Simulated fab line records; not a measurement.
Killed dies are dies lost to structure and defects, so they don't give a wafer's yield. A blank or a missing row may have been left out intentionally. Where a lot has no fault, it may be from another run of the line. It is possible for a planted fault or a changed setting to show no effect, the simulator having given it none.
fab line records -- flow nandHarc
[record] lots = 6, wafers = 18, lastDay = 33
route steps=1302 shown A_CONTACT@1002 END@1302
lots that met no fault: taken from a fault-free run of the same line
startH: hours from the record's first day to the start of the lot's first wafer shown -- waitH: how many hours have passed since the lot's step before this one -- " unchanged from the row above -- L1.1+2: a row that stands for several wafers -- - no value, or no start was given -- * or withheld: withheld -- < > ~ a bound
route shown NAME@n: names a module that has steps shown in the file, with the first one's number in the route -- usual: average and standard deviation across the fault-free wafers -- same: alike in all rows -- chamber/n: place in a boat -- sites: readings site by site -- _std_site: the standard deviation of these -- _edge_site: the outer-site mean with the inner-site mean subtracted -- radiusMm: for every site, how far away it sits from the centre of the wafer -- mask NAME#n: copy n -- behind: the last tool/chamber to shape the wafer -- hold: why the lot went on hold/how many hours it stayed there/how the hold came to an end -- device: which transistor (n, p or np) failed to switch -- end of line: tests run on the same wafers once the route is complete -- where a step has no rows: the recipe by itself -- killed: the dies lost at the first sort to structure and to defects; this is not the yield of the wafer -- map: a wafer's dies, x killed, . not, _ none there
set.NAME: setting as actually run; set.NAME@STEP: the setting as run at that earlier step -- model.NAME: the simulator's own value behind a step, which no gauge read
lots at some steps of the route; a table a step, a row a wafer
services: from which hour (startH, from the record's first day; less than 0 if before it) a tool's chamber was out of use, for how many hours, and why
[[steps]]
[step NHARC_A_CONTACT_ETCH_49]
[recipe] targetDepthA = 2600, overEtchFrac = 0.3, timeS = 475.3, ionEnergyEv = 200, n2FlowSccm = 150, h2FlowSccm = 150, arFlowSccm = 0, rfW = 400, biasW = 150, chemistry = N2/H2
[step NHARC_A_CONTACT_ETCH_50]
[recipe] targetDepthA = 1210, timeS = 60.5, cf4FlowSccm = 100, chf3FlowSccm = 30, arFlowSccm = 0, rfW = 500, biasW = 200, chemistry = CF4/CHF3
[step NHARC_A_CONTACT_ETCH_51]
[recipe] targetDepthA = 70000, overEtchFrac = 0.3, timeS = 1820, ionEnergyEv = 150, o2FlowSccm = 400, cosFlowSccm = 20, arFlowSccm = 0, rfW = 500, biasW = 300, chemistry = O2/COS
[step NHARC_A_CONTACT_ETCH_111]
[recipe] sourceW = withheld, pressureMtorr = 20, biasV = withheld, timeS = 140, targetDepthA = 7000, arFlowSccm = withheld, c4f8FlowSccm = withheld, o2FlowSccm = withheld, chemistry = C4F8/O2/Ar
[step NHARC_A_CONTACT_ETCH_112]
[recipe] sourceW = withheld, pressureMtorr = 20, biasV = 3000, timeS = 190, targetDepthA = 18500, arFlowSccm = withheld, c4f8FlowSccm = withheld, o2FlowSccm = withheld, chemistry = C4F8/O2/Ar
lot.wafer,tool,chamber,startH,waitH,rfHoursCounterH
L494.1,harCapEtch-03,1,500.79,0.2,39
L494.4,harCapEtch-03,1,500.79,0.2,-
L494.5,harCapEtch-03,0,500.79,0.2,-
L501.1,harCapEtch-03,1,565.90,0.2,50
L501.3,harCapEtch-03,1,565.90,0.2,-
L501.6,harCapEtch-03,0,565.90,0.2,-
L502.3,harCapEtch-03,0,581.62,0.2,-
L502.6,harCapEtch-03,0,581.62,0.2,-
L502.5,harCapEtch-03,1,581.62,0.2,-
L504.1,harCapEtch-01,1,585.22,0.2,11
L504.3,harCapEtch-01,0,585.22,0.2,-
L504.6,harCapEtch-01,1,585.22,0.2,-
L507.3,harCapEtch-03,1,638.09,0.2,-
L507.4,harCapEtch-03,0,638.09,0.2,-
L507.6,harCapEtch-03,1,638.09,0.2,-
L515.2,harCapEtch-03,0,717.58,0.2,78
L515.1,harCapEtch-03,1,717.58,0.2,78
L515.5,harCapEtch-03,0,717.58,0.2,-
[step NHARC_A_CONTACT_ETCH_113]
[recipe] sourceW = withheld, pressureMtorr = 20, biasV = 3000, timeS = 190, targetDepthA = 18500, arFlowSccm = withheld, c4f8FlowSccm = withheld, o2FlowSccm = withheld, chemistry = C4F8/O2/Ar
lot.wafer,tool,chamber,startH,waitH,rfHoursCounterH
L494.1,harCapEtch-03,1,500.96,0.1,39
L494.4,harCapEtch-03,1,500.96,0.1,-
L494.5,harCapEtch-03,0,500.96,0.1,-
L501.1,harCapEtch-03,1,566.07,0.1,50
L501.3,harCapEtch-03,1,566.07,0.1,-
L501.6,harCapEtch-03,0,566.07,0.1,-
L502.3,harCapEtch-03,0,581.85,0.2,-
L502.6,harCapEtch-03,0,581.85,0.2,-
L502.5,harCapEtch-03,1,581.85,0.2,-
L504.1,harCapEtch-01,1,585.39,0.1,12
L504.3,harCapEtch-01,0,585.39,0.1,-
L504.6,harCapEtch-01,1,585.39,0.1,-
L507.3,harCapEtch-03,1,638.26,0.1,-
L507.4,harCapEtch-03,0,638.26,0.1,-
L507.6,harCapEtch-03,1,638.26,0.1,-
L515.2,harCapEtch-03,0,717.75,0.1,78
L515.1,harCapEtch-03,1,717.75,0.1,78
L515.5,harCapEtch-03,0,717.75,0.1,-
[step NHARC_A_CONTACT_ETCH_114]
[recipe] sourceW = withheld, pressureMtorr = 20, biasV = 3000, timeS = 190, targetDepthA = 18500, arFlowSccm = withheld, c4f8FlowSccm = withheld, o2FlowSccm = withheld, chemistry = C4F8/O2/Ar
[step NHARC_A_CONTACT_ETCH_115]
[recipe] sourceW = withheld, pressureMtorr = 20, biasV = 3000, timeS = 190, targetDepthA = 18500, arFlowSccm = withheld, c4f8FlowSccm = withheld, o2FlowSccm = withheld, chemistry = C4F8/O2/Ar
lot.wafer,tool,chamber,startH,waitH,rfHoursCounterH
L494.1,harCapEtch-03,1,501.30,0.1,40
L494.4,harCapEtch-03,1,501.30,0.1,-
L494.5,harCapEtch-03,0,501.30,0.1,-
L501.1,harCapEtch-03,1,566.41,0.1,50
L501.3,harCapEtch-03,1,566.41,0.1,-
L501.6,harCapEtch-03,0,566.41,0.1,-
L502.3,harCapEtch-03,0,582.31,0.2,-
L502.6,harCapEtch-03,0,582.31,0.2,-
L502.5,harCapEtch-03,1,582.31,0.2,-
L504.1,harCapEtch-01,1,585.73,0.1,12
L504.3,harCapEtch-01,0,585.73,0.1,-
L504.6,harCapEtch-01,1,585.73,0.1,-
L507.3,harCapEtch-03,1,638.60,0.1,-
L507.4,harCapEtch-03,0,638.60,0.1,-
L507.6,harCapEtch-03,1,638.60,0.1,-
L515.2,harCapEtch-03,0,718.09,0.1,78
L515.1,harCapEtch-03,1,718.09,0.1,78
L515.5,harCapEtch-03,0,718.09,0.1,-
[step NHARC_A_CONTACT_ETCH_116]
[recipe] sourceW = withheld, pressureMtorr = 20, biasV = 3000, timeS = 190, targetDepthA = 18500, arFlowSccm = withheld, c4f8FlowSccm = withheld, o2FlowSccm = withheld, chemistry = C4F8/O2/Ar
[step NHARC_A_CONTACT_ETCH_117]
[recipe] sourceW = withheld, pressureMtorr = 20, biasV = 3000, timeS = 190, targetDepthA = 18500, arFlowSccm = withheld, c4f8FlowSccm = withheld, o2FlowSccm = withheld, chemistry = C4F8/O2/Ar
[step NHARC_A_CONTACT_ETCH_118]
[recipe] sourceW = withheld, pressureMtorr = 20, biasV = 3000, timeS = 190, targetDepthA = 18500, arFlowSccm = withheld, c4f8FlowSccm = withheld, o2FlowSccm = withheld, chemistry = C4F8/O2/Ar
lot.wafer,tool,chamber,startH,waitH,rfHoursCounterH
L494.1,harCapEtch-03,1,501.81,0.1,40
L494.4,harCapEtch-03,1,501.81,0.1,-
L494.5,harCapEtch-03,0,501.81,0.1,-
L501.1,harCapEtch-03,1,566.92,0.1,51
L501.3,harCapEtch-03,1,566.92,0.1,-
L501.6,harCapEtch-03,0,566.92,0.1,-
L502.3,harCapEtch-03,0,583.00,0.2,-
L502.6,harCapEtch-03,0,583.00,0.2,-
L502.5,harCapEtch-03,1,583.00,0.2,-
L504.1,harCapEtch-01,1,586.24,0.1,12
L504.3,harCapEtch-01,0,586.24,0.1,-
L504.6,harCapEtch-01,1,586.24,0.1,-
L507.3,harCapEtch-03,1,639.11,0.1,-
L507.4,harCapEtch-03,0,639.11,0.1,-
L507.6,harCapEtch-03,1,639.11,0.1,-
L515.2,harCapEtch-03,0,718.60,0.1,78
L515.1,harCapEtch-03,1,718.60,0.1,78
L515.5,harCapEtch-03,0,718.60,0.1,-
[step NHARC_A_CONTACT_ETCH_119]
[recipe] sourceW = withheld, pressureMtorr = 20, biasV = 3000, timeS = 190, targetDepthA = 18500, arFlowSccm = withheld, c4f8FlowSccm = withheld, o2FlowSccm = withheld, chemistry = C4F8/O2/Ar
[step NHARC_A_CONTACT_ETCH_120]
[recipe] sourceW = withheld, pressureMtorr = 20, biasV = 3000, timeS = 190, targetDepthA = 18500, arFlowSccm = withheld, c4f8FlowSccm = withheld, o2FlowSccm = withheld, chemistry = C4F8/O2/Ar
lot.wafer,tool,chamber,startH,waitH,rfHoursCounterH
L494.1,harCapEtch-03,1,502.15,0.1,41
L494.4,harCapEtch-03,1,502.15,0.1,-
L494.5,harCapEtch-03,0,502.15,0.1,-
L501.1,harCapEtch-03,1,567.26,0.1,51
L501.3,harCapEtch-03,1,567.26,0.1,-
L501.6,harCapEtch-03,0,567.26,0.1,-
L502.3,harCapEtch-03,0,583.46,0.2,-
L502.6,harCapEtch-03,0,583.46,0.2,-
L502.5,harCapEtch-03,1,583.46,0.2,-
L504.1,harCapEtch-01,1,586.58,0.1,13
L504.3,harCapEtch-01,0,586.58,0.1,-
L504.6,harCapEtch-01,1,586.58,0.1,-
L507.3,harCapEtch-03,1,639.45,0.1,-
L507.4,harCapEtch-03,0,639.45,0.1,-
L507.6,harCapEtch-03,1,639.45,0.1,-
L515.2,harCapEtch-03,0,718.94,0.1,79
L515.1,harCapEtch-03,1,718.94,0.1,79
L515.5,harCapEtch-03,0,718.94,0.1,-
[step NHARC_A_CONTACT_ETCH_121]
[recipe] sourceW = withheld, pressureMtorr = 20, biasV = 3000, timeS = 190, targetDepthA = 18500, arFlowSccm = withheld, c4f8FlowSccm = withheld, o2FlowSccm = withheld, chemistry = C4F8/O2/Ar
[step NHARC_A_CONTACT_ETCH_122]
[recipe] sourceW = withheld, pressureMtorr = 20, biasV = 3000, timeS = 190, targetDepthA = 18500, arFlowSccm = withheld, c4f8FlowSccm = withheld, o2FlowSccm = withheld, chemistry = C4F8/O2/Ar
lot.wafer,tool,chamber,startH,waitH,rfHoursCounterH
L494.1,harCapEtch-03,1,502.50,0.1,41
L494.4,harCapEtch-03,1,502.50,0.1,-
L494.5,harCapEtch-03,0,502.50,0.1,-
L501.1,harCapEtch-03,1,567.61,0.1,51
L501.3,harCapEtch-03,1,567.61,0.1,-
L501.6,harCapEtch-03,0,567.61,0.1,-
L502.3,harCapEtch-03,0,583.91,0.2,-
L502.6,harCapEtch-03,0,583.91,0.2,-
L502.5,harCapEtch-03,1,583.91,0.2,-
L504.1,harCapEtch-01,1,586.92,0.1,13
L504.3,harCapEtch-01,0,586.92,0.1,-
L504.6,harCapEtch-01,1,586.92,0.1,-
L507.3,harCapEtch-03,1,639.79,0.1,-
L507.4,harCapEtch-03,0,639.79,0.1,-
L507.6,harCapEtch-03,1,639.79,0.1,-
L515.2,harCapEtch-03,0,719.28,0.1,79
L515.1,harCapEtch-03,1,719.28,0.1,79
L515.5,harCapEtch-03,0,719.28,0.1,-
[step NHARC_A_CONTACT_ETCH_123]
[recipe] sourceW = withheld, pressureMtorr = 20, biasV = 400, timeS = 490, targetDepthA = 21100, arFlowSccm = withheld, c4f8FlowSccm = 11.5, o2FlowSccm = 7.2, chemistry = C4F8/O2/Ar
[step NHARC_A_CONTACT_ETCH_90]
[recipe] targetDepthA = 400, overEtchFrac = 0.5, timeS = 85.7, ionEnergyEv = 120, ch3fFlowSccm = 50, o2FlowSccm = 30, arFlowSccm = 200, rfW = 500, biasW = 100, chemistry = CH3F/O2
[step NHARC_A_CONTACT_ETCH_96]
[recipe] targetDepthA = 200, overEtchFrac = 0.5, timeS = 10, ionEnergyEv = 250, c4f6FlowSccm = 25, o2FlowSccm = 20, arFlowSccm = 500, rfW = 600, biasW = 500, chemistry = C4F6/O2
[step NHARC_A_CONTACT_CD_MEAS_53]
[usual] cdNm = 289.7/0.58
lot.wafer,tool,chamber,startH,waitH,cdNm
L494.1,cdSem-03,-,503.84,-,289.5
L494.4,cdSem-03,-,503.84,-,289.1
L494.5,cdSem-03,-,503.84,-,289.5
L501.1,cdSem-03,-,568.97,-,288.8
L501.3,cdSem-03,-,568.97,-,289.1
L501.6,cdSem-03,-,568.97,-,288.8
L502.3,cdSem-03,-,585.45,-,289.2
L502.5,cdSem-03,-,585.45,-,289.0
L502.6,cdSem-03,-,585.45,-,289.4
L504.1,cdSem-02,-,588.78,-,290.2
L504.3,cdSem-02,-,588.78,-,291.3
L504.6,cdSem-02,-,588.78,-,290.6
L507.3,cdSem-02,-,641.11,-,289.8
L507.4,cdSem-02,-,641.11,-,289.2
L507.6,cdSem-02,-,641.11,-,290.0
L515.1,cdSem-02,-,720.66,-,289.5
L515.2,cdSem-02,-,720.66,-,289.7
L515.5,cdSem-02,-,720.66,-,289.4
[step NHARC_A_CONTACT_STRIP_99]
[recipe] n2FlowSccm = 150, h2FlowSccm = 150, arFlowSccm = 0, biasW = 0, chemistry = N2/H2
[step NHARC_A_CONTACT_STRIP_100]
[recipe] cf4FlowSccm = 100, chf3FlowSccm = 30, arFlowSccm = 0, biasW = 0, chemistry = CF4/CHF3
[step NHARC_A_CONTACT_STRIP_101]
[recipe] o2FlowSccm = 400, cosFlowSccm = 20, arFlowSccm = 0, biasW = 0, chemistry = O2/COS
[step NHARC_A_CONTACT_ETCH_102]
[recipe] targetDepthA = 1000, overetchA = 100, timeS = 55, ionEnergyEv = 100, cf4FlowSccm = 80, o2FlowSccm = 20, arFlowSccm = 0, rfW = 300, biasW = 100, chemistry = CF4/O2
[step NHARC_A_CONTACT_STRIP_55]
[recipe] o2FlowSccm = 500, arFlowSccm = 0, biasW = 0, chemistry = O2
[step NHARC_A_CONTACT_STRIP_56]
[recipe] timeS = 600, tempC = 30, chemistry = postEtchResidueRemover
[step NHARC_A_CONTACT_DEP_57]
[recipe] targetThkA = 53000, tempC = 400, material = aC
[step NHARC_A_CONTACT_DEP_58]
[recipe] targetThkA = 900, targetThkNm = 90, tempC = 400, pressureTorr = 3.5, flowSccm = 200, rfW = 350, material = SiON
[step NHARC_A_CONTACT_DEHYDRATE_59]
[recipe] tempC = 150, timeS = 120
[step NHARC_A_CONTACT_HMDS_60]
[recipe] timeS = 30
[step NHARC_A_CONTACT_COAT_61]
[recipe] tempC = 260, timeS = 75
[step NHARC_A_CONTACT_COAT_62]
[recipe] tempC = 225, timeS = 65
[step NHARC_A_CONTACT_COAT_63]
[recipe] spinRpm = 1500, resistThkNm = 90
[step NHARC_A_CONTACT_SOFTBAKE_64]
[recipe] tempC = 105, timeS = 55
[step NHARC_A_CONTACT_EBR_65]
[step NHARC_A_CONTACT_EXPOSE_66]
[recipe] na = 1.35, sigmaOuter = 0.8, doseMj = 59.02, maskId = A_CC_2
[step NHARC_A_CONTACT_PEB_67]
[recipe] pebTempC = 100, pebTimeS = 65
[step NHARC_A_CONTACT_DEVELOP_68]
[recipe] developTimeS = 35, devTempC = 23
[step NHARC_A_CONTACT_CD_MEAS_69]
[recipe] targetCdNm = 300, landingEnergyEv = 500
[usual] cdNm = 299.9/0.38
lot.wafer,tool,chamber,startH,waitH,cdNm
L494.1,cdSem-02,0,508.63,-,299.7
L494.4,cdSem-02,0,508.63,-,299.8
L494.5,cdSem-02,0,508.63,-,300.2
L501.1,cdSem-03,0,574.60,-,300.3
L501.3,cdSem-03,0,574.60,-,299.8
L501.6,cdSem-03,0,574.60,-,299.7
L502.3,cdSem-03,0,590.37,-,299.8
L502.5,cdSem-03,0,590.37,-,299.6
L502.6,cdSem-03,0,590.37,-,299.7
L504.1,cdSem-03,0,596.20,-,299.6
L504.3,cdSem-03,0,596.20,-,299.3
L504.6,cdSem-03,0,596.20,-,299.7
L507.3,cdSem-01,0,647.04,-,300.2
L507.4,cdSem-01,0,647.04,-,300.1
L507.6,cdSem-01,0,647.04,-,299.7
L515.1,cdSem-02,0,729.23,-,299.3
L515.2,cdSem-02,0,729.23,-,300.1
L515.5,cdSem-02,0,729.23,-,299.8
[step NHARC_A_CONTACT_OVL_MEAS_70]
[usual] overlayXNm = -0.3/0.88, overlayYNm = 0.0/0.86
lot.wafer,tool,chamber,startH,waitH,overlayXNm,overlayYNm
L494.1,overlay-01,-,508.72,-,0.7,-0.1
L494.4,overlay-01,-,508.72,-,0.4,0.4
L494.5,overlay-01,-,508.72,-,1.0,0.1
L501.1,overlay-01,-,574.69,-,-1.2,-0.6
L501.3,overlay-01,-,574.69,-,-0.8,-0.2
L501.6,overlay-01,-,574.69,-,-0.9,-0.7
L502.3,overlay-01,-,590.45,-,-0.9,1.5
L502.5,overlay-01,-,590.45,-,-1.0,0.9
L502.6,overlay-01,-,590.45,-,-0.5,1.5
L504.1,overlay-02,-,596.29,-,1.1,-0.9
L504.3,overlay-02,-,596.29,-,1.5,-1.1
L504.6,overlay-02,-,596.29,-,1.9,0.0
L507.3,overlay-02,-,647.12,-,0.5,-0.5
L507.4,overlay-02,-,647.12,-,0.2,-0.9
L507.6,overlay-02,-,647.12,-,0.6,-0.1
L515.1,overlay-02,-,729.32,-,-0.6,1.0
L515.2,overlay-02,-,729.32,-,-1.0,0.7
L515.5,overlay-02,-,729.32,-,-0.2,1.2
[step NHARC_A_CONTACT_DESCUM_74]
[recipe] timeS = 3, o2FlowSccm = 200, arFlowSccm = 0, biasPowerW = 0, chemistry = O2
[step NHARC_A_CONTACT_ETCH_75]
[recipe] targetDepthA = 390, overEtchFrac = 0.3, timeS = 65, ionEnergyEv = 80, cf4FlowSccm = 150, arFlowSccm = 0, rfW = 300, biasW = 100, chemistry = CF4
[step NHARC_END_SORT_01]
[recipe] tempC = 25
[usual] killedAtArray = 58/15, killedAtOther = 0.8/1.2, killedAtPeriphery = 3.5/2.5, killedDies = 62/15, killedOpen = 3.2/1.7, killedShort = 2.4/1.5
[same] grossDies = 677
lot.wafer,tool,chamber,startH,waitH,killedAtArray,killedAtOther,killedAtPeriphery,killedDies,killedOpen,killedShort
L494.1,prober-01,0,565.98,2.5,58,0,7,65,3,3
L494.4,prober-01,0,568.40,3.4,69,0,5,74,1,4
L494.5,prober-01,0,569.20,3.7,55,0,5,60,3,4
L501.1,prober-01,0,638.96,2.5,104,0,7,111,3,5
L501.3,prober-01,0,640.57,3.1,106,0,11,117,1,2
L501.6,prober-01,0,642.98,4.0,130,2,6,138,2,2
L502.3,prober-01,0,656.64,3.1,114,0,6,120,2,0
L502.5,prober-01,0,658.24,3.7,79,0,5,84,3,1
L502.6,prober-01,0,659.04,4.0,120,1,8,129,5,3
L504.1,prober-02,0,659.68,2.5,58,0,3,61,4,0
L504.3,prober-02,0,661.25,3.1,66,1,4,71,2,1
L504.6,prober-02,0,663.62,3.9,68,0,5,73,4,3
// killed by level:class
L494.1 A_CHANNEL_HOLE_D1:chamberFilmFlake=32 A_SLIT:chamberFilmFlake=20 P_CONTACT:chamberFilmFlake=2 P_M2:chamberFilmFlake=2 A_CHANNEL_HOLE_D2:chamberFilmFlake=2 P_CONTACT:geometricParticle:open=1 P_M0:geometricParticle:open=1 P_M1:geometricParticle:short=1
L494.4 A_CHANNEL_HOLE_D1:chamberFilmFlake=32 A_SLIT:chamberFilmFlake=20 A_CONTACT:chamberFilmFlake=5 A_CHANNEL_HOLE_D2:chamberFilmFlake=4 A_CHANNEL_FILL_D1:geometricParticle:short=2 P_M2:chamberFilmFlake=2 A_CHANNEL_FILL_D1:chamberFilmFlake=2 P_M0:geometricParticle:open=1
L494.5 A_CHANNEL_HOLE_D1:chamberFilmFlake=26 A_SLIT:chamberFilmFlake=15 A_CHANNEL_HOLE_D2:chamberFilmFlake=5 A_CONTACT:chamberFilmFlake=4 P_M2:chamberFilmFlake=3 P_CONTACT:geometricParticle:open=1 P_M2:geometricParticle:short=1 A_ONON_D1:geometricParticle:open=1
L501.1 A_CONTACT:unspecified=49 A_SLIT:chamberFilmFlake=30 A_CHANNEL_HOLE_D2:chamberFilmFlake=9 P_M1:chamberFilmFlake=5 A_STAIRCASE:chamberFilmFlake=5 A_ONON_D1:geometricParticle:short=2 A_CHANNEL_FILL_D1:geometricParticle:short=2 P_GATE:chamberFilmFlake=2
L501.3 A_CONTACT:unspecified=50 A_SLIT:chamberFilmFlake=29 A_CHANNEL_HOLE_D2:chamberFilmFlake=13 P_M1:chamberFilmFlake=6 A_STAIRCASE:chamberFilmFlake=4 P_GATE:chamberFilmFlake=3 A_CHANNEL_FILL_D2:geometricParticle:short=2 P_ZERO_WELL:chamberFilmFlake=2
L501.6 A_CONTACT:unspecified=81 A_SLIT:chamberFilmFlake=22 A_CHANNEL_HOLE_D2:chamberFilmFlake=11 A_STAIRCASE:chamberFilmFlake=8 P_M1:chamberFilmFlake=4 THIN_TSV:chamberFilmFlake=2 A_CHANNEL_FILL_D1:chamberFilmFlake=1 A_CHANNEL_FILL_D1:geometricParticle:short=1
L502.3 A_CONTACT:unspecified=87 A_CHANNEL_HOLE_D2:chamberFilmFlake=15 A_CHANNEL_HOLE_D1:chamberFilmFlake=4 P_GATE:chamberFilmFlake=3 P_STI:chamberFilmFlake=2 A_SLIT:chamberFilmFlake=2 A_CONTACT:chamberFilmFlake=2 P_M0:geometricParticle:open=1
L502.5 A_CONTACT:unspecified=45 A_CHANNEL_HOLE_D2:chamberFilmFlake=20 A_CHANNEL_HOLE_D1:chamberFilmFlake=7 P_M0:geometricParticle:open=2 A_CHANNEL_FILL_D1:geometricParticle:short=1 A_BLC:geometricParticle:open=1 A_DECK1_JOINT:chamberFilmFlake=1 P_STI:chamberFilmFlake=1
L502.6 A_CONTACT:unspecified=85 A_CHANNEL_HOLE_D2:chamberFilmFlake=17 A_CHANNEL_HOLE_D1:chamberFilmFlake=9 P_GATE:chamberFilmFlake=3 P_M0:geometricParticle:open=2 P_M0:geometricParticle:short=2 A_CONTACT:chamberFilmFlake=2 P_CONTACT:geometricParticle:open=1
L504.1 A_SLIT:chamberFilmFlake=29 A_CHANNEL_HOLE_D1:chamberFilmFlake=24 P_M2:geometricParticle:open=1 A_ONON_D2:geometricParticle:open=1 A_SGD_CUT:geometricParticle:open=1 A_WL_FILL:geometricParticle:open=1 P_GATE:chamberFilmFlake=1 P_BONDPAD:chamberFilmFlake=1
L504.3 A_CHANNEL_HOLE_D1:chamberFilmFlake=32 A_SLIT:chamberFilmFlake=27 A_CONTACT:chamberFilmFlake=4 P_BONDPAD:chamberFilmFlake=2 P_CONTACT:geometricParticle:open=1 A_BLC:geometricParticle:open=1 A_M1:geometricParticle:short=1 P_ZERO_WELL:chamberFilmFlake=1
L504.6 A_CHANNEL_HOLE_D1:chamberFilmFlake=30 A_SLIT:chamberFilmFlake=26 P_BONDPAD:chamberFilmFlake=3 A_CONTACT:chamberFilmFlake=3 A_ONON_D1:geometricParticle:open=2 A_SGD_CUT:geometricParticle:short=2 P_CONTACT:geometricParticle:open=1 A_ONON_D2:geometricParticle:short=1
// map L501.6 (x killed, . not)
____________.____________
_________..x...._________
_______..........._______
______.xx..........______
_____xxxx..........._____
____xxxxx...x........____
____xxxxxx.x.........____
___xxxxxxxxx.x.x...x..___
___xxxxxxxxxx.x.......___
__xxxxxxxxxxxx.x.......__
__.xxxxxxx.xxxxx.......__
_..xxxxxxxxxxx...x.x...._
_.xxxxxxxx.xxxxx........_
_...xxxxxxx.xxx.xx.x...._
_....xxxx..x.xx...x....._
_..xx.x.x...xx..x......._
.............xx.x........
............x............
....x....................
.........................
.........................
_......................._
_......................._
_.x....................._
_......x..x............._
_.......x...x....x......_
__.....................__
__..x.....x............__
___...................___
___...................___
____.................____
____.................____
_____..............._____
______.......x.....______
_______.....x....._______
_________.x....._________
____________.____________
// map L502.6 (x killed, . not)
____________.____________
_________x......_________
_______x.........._______
______xxx..........______
_____xxx.x.........._____
____xxxxxxx..........____
____xxxxxx...........____
___xxxxxxxx........x..___
___.xxxxxxx.xx........___
__xxxxxxxxxxxx.........__
__.xxxxxxxx..x.x.......__
_..xxxxxxxxx.xx........._
_.xxxxxxxxxxx..x........_
_..xxxxxxx.x.x.........._
_..x..xx.....x..x......._
_...x.x...xx........x..._
..x..x.....x.............
...............x.........
.........................
.........................
......x..................
_.......x..x............_
_......................._
_...............x......._
_.........xxx..........._
_.........xx............_
__..........x..........__
__................x...x__
___......x.....x......___
___.....xxx.......x...___
____.x...............____
____.........x.......____
_____..............._____
______...........x.______
_______..........._______
_________......._________
____________.____________
[[services]]
tool,chamber,startH,hours,kind
harCapEtch-01,-,497.00,17.0,pm
harCapEtch-01,0,497.00,17.0,ventCycle
harCapEtch-01,1,497.00,17.0,ventCycle
harCapEtch-03,-,497.54,0.5,repair
harCapEtch-01,0,514.00,-,clean
harCapEtch-01,1,514.00,-,clean
harCapEtch-01,-,610.08,0.4,repair
harCapEtch-01,-,630.10,2.5,repair
harCapEtch-03,-,654.22,0.4,repair
[[key]]
[firstSign] step = NHARC_END_SORT_01, reading = killedDies, direction = up, sigmas = 3.7, usual = 62, struck = 116
[effect] step = NHARC_END_SORT_01, reading = killedAtArray, direction = up, sigmas = 3.3, usual = 58, struck = 109
[moreKillsBornAt] NHARC_A_CONTACT_ETCH_120@harCapEtch-03 = 395
metAt NHARC_A_CONTACT_ETCH_120
struckWafers L501.1,L501.3,L501.6,L502.3,L502.5,L502.6
testerLeftOut L501,L502
onsetBetween 502.15 567.26
[fault] kind = chamberParticleSource, tool = harCapEtch-03, chamber = -, onsetH = 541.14, steps = NHARC_A_CONTACT_ETCH_120, ratePerVisitCm2 = 1.1685, endH = 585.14
// testerLeftOut: of these lots the tester's yield and bins aren't shown, on N5 and GAA mostly nor the transistor test; their killed dies are dies lost to structure and defects alone, not to doping, threshold or leakage, so they don't give the yield
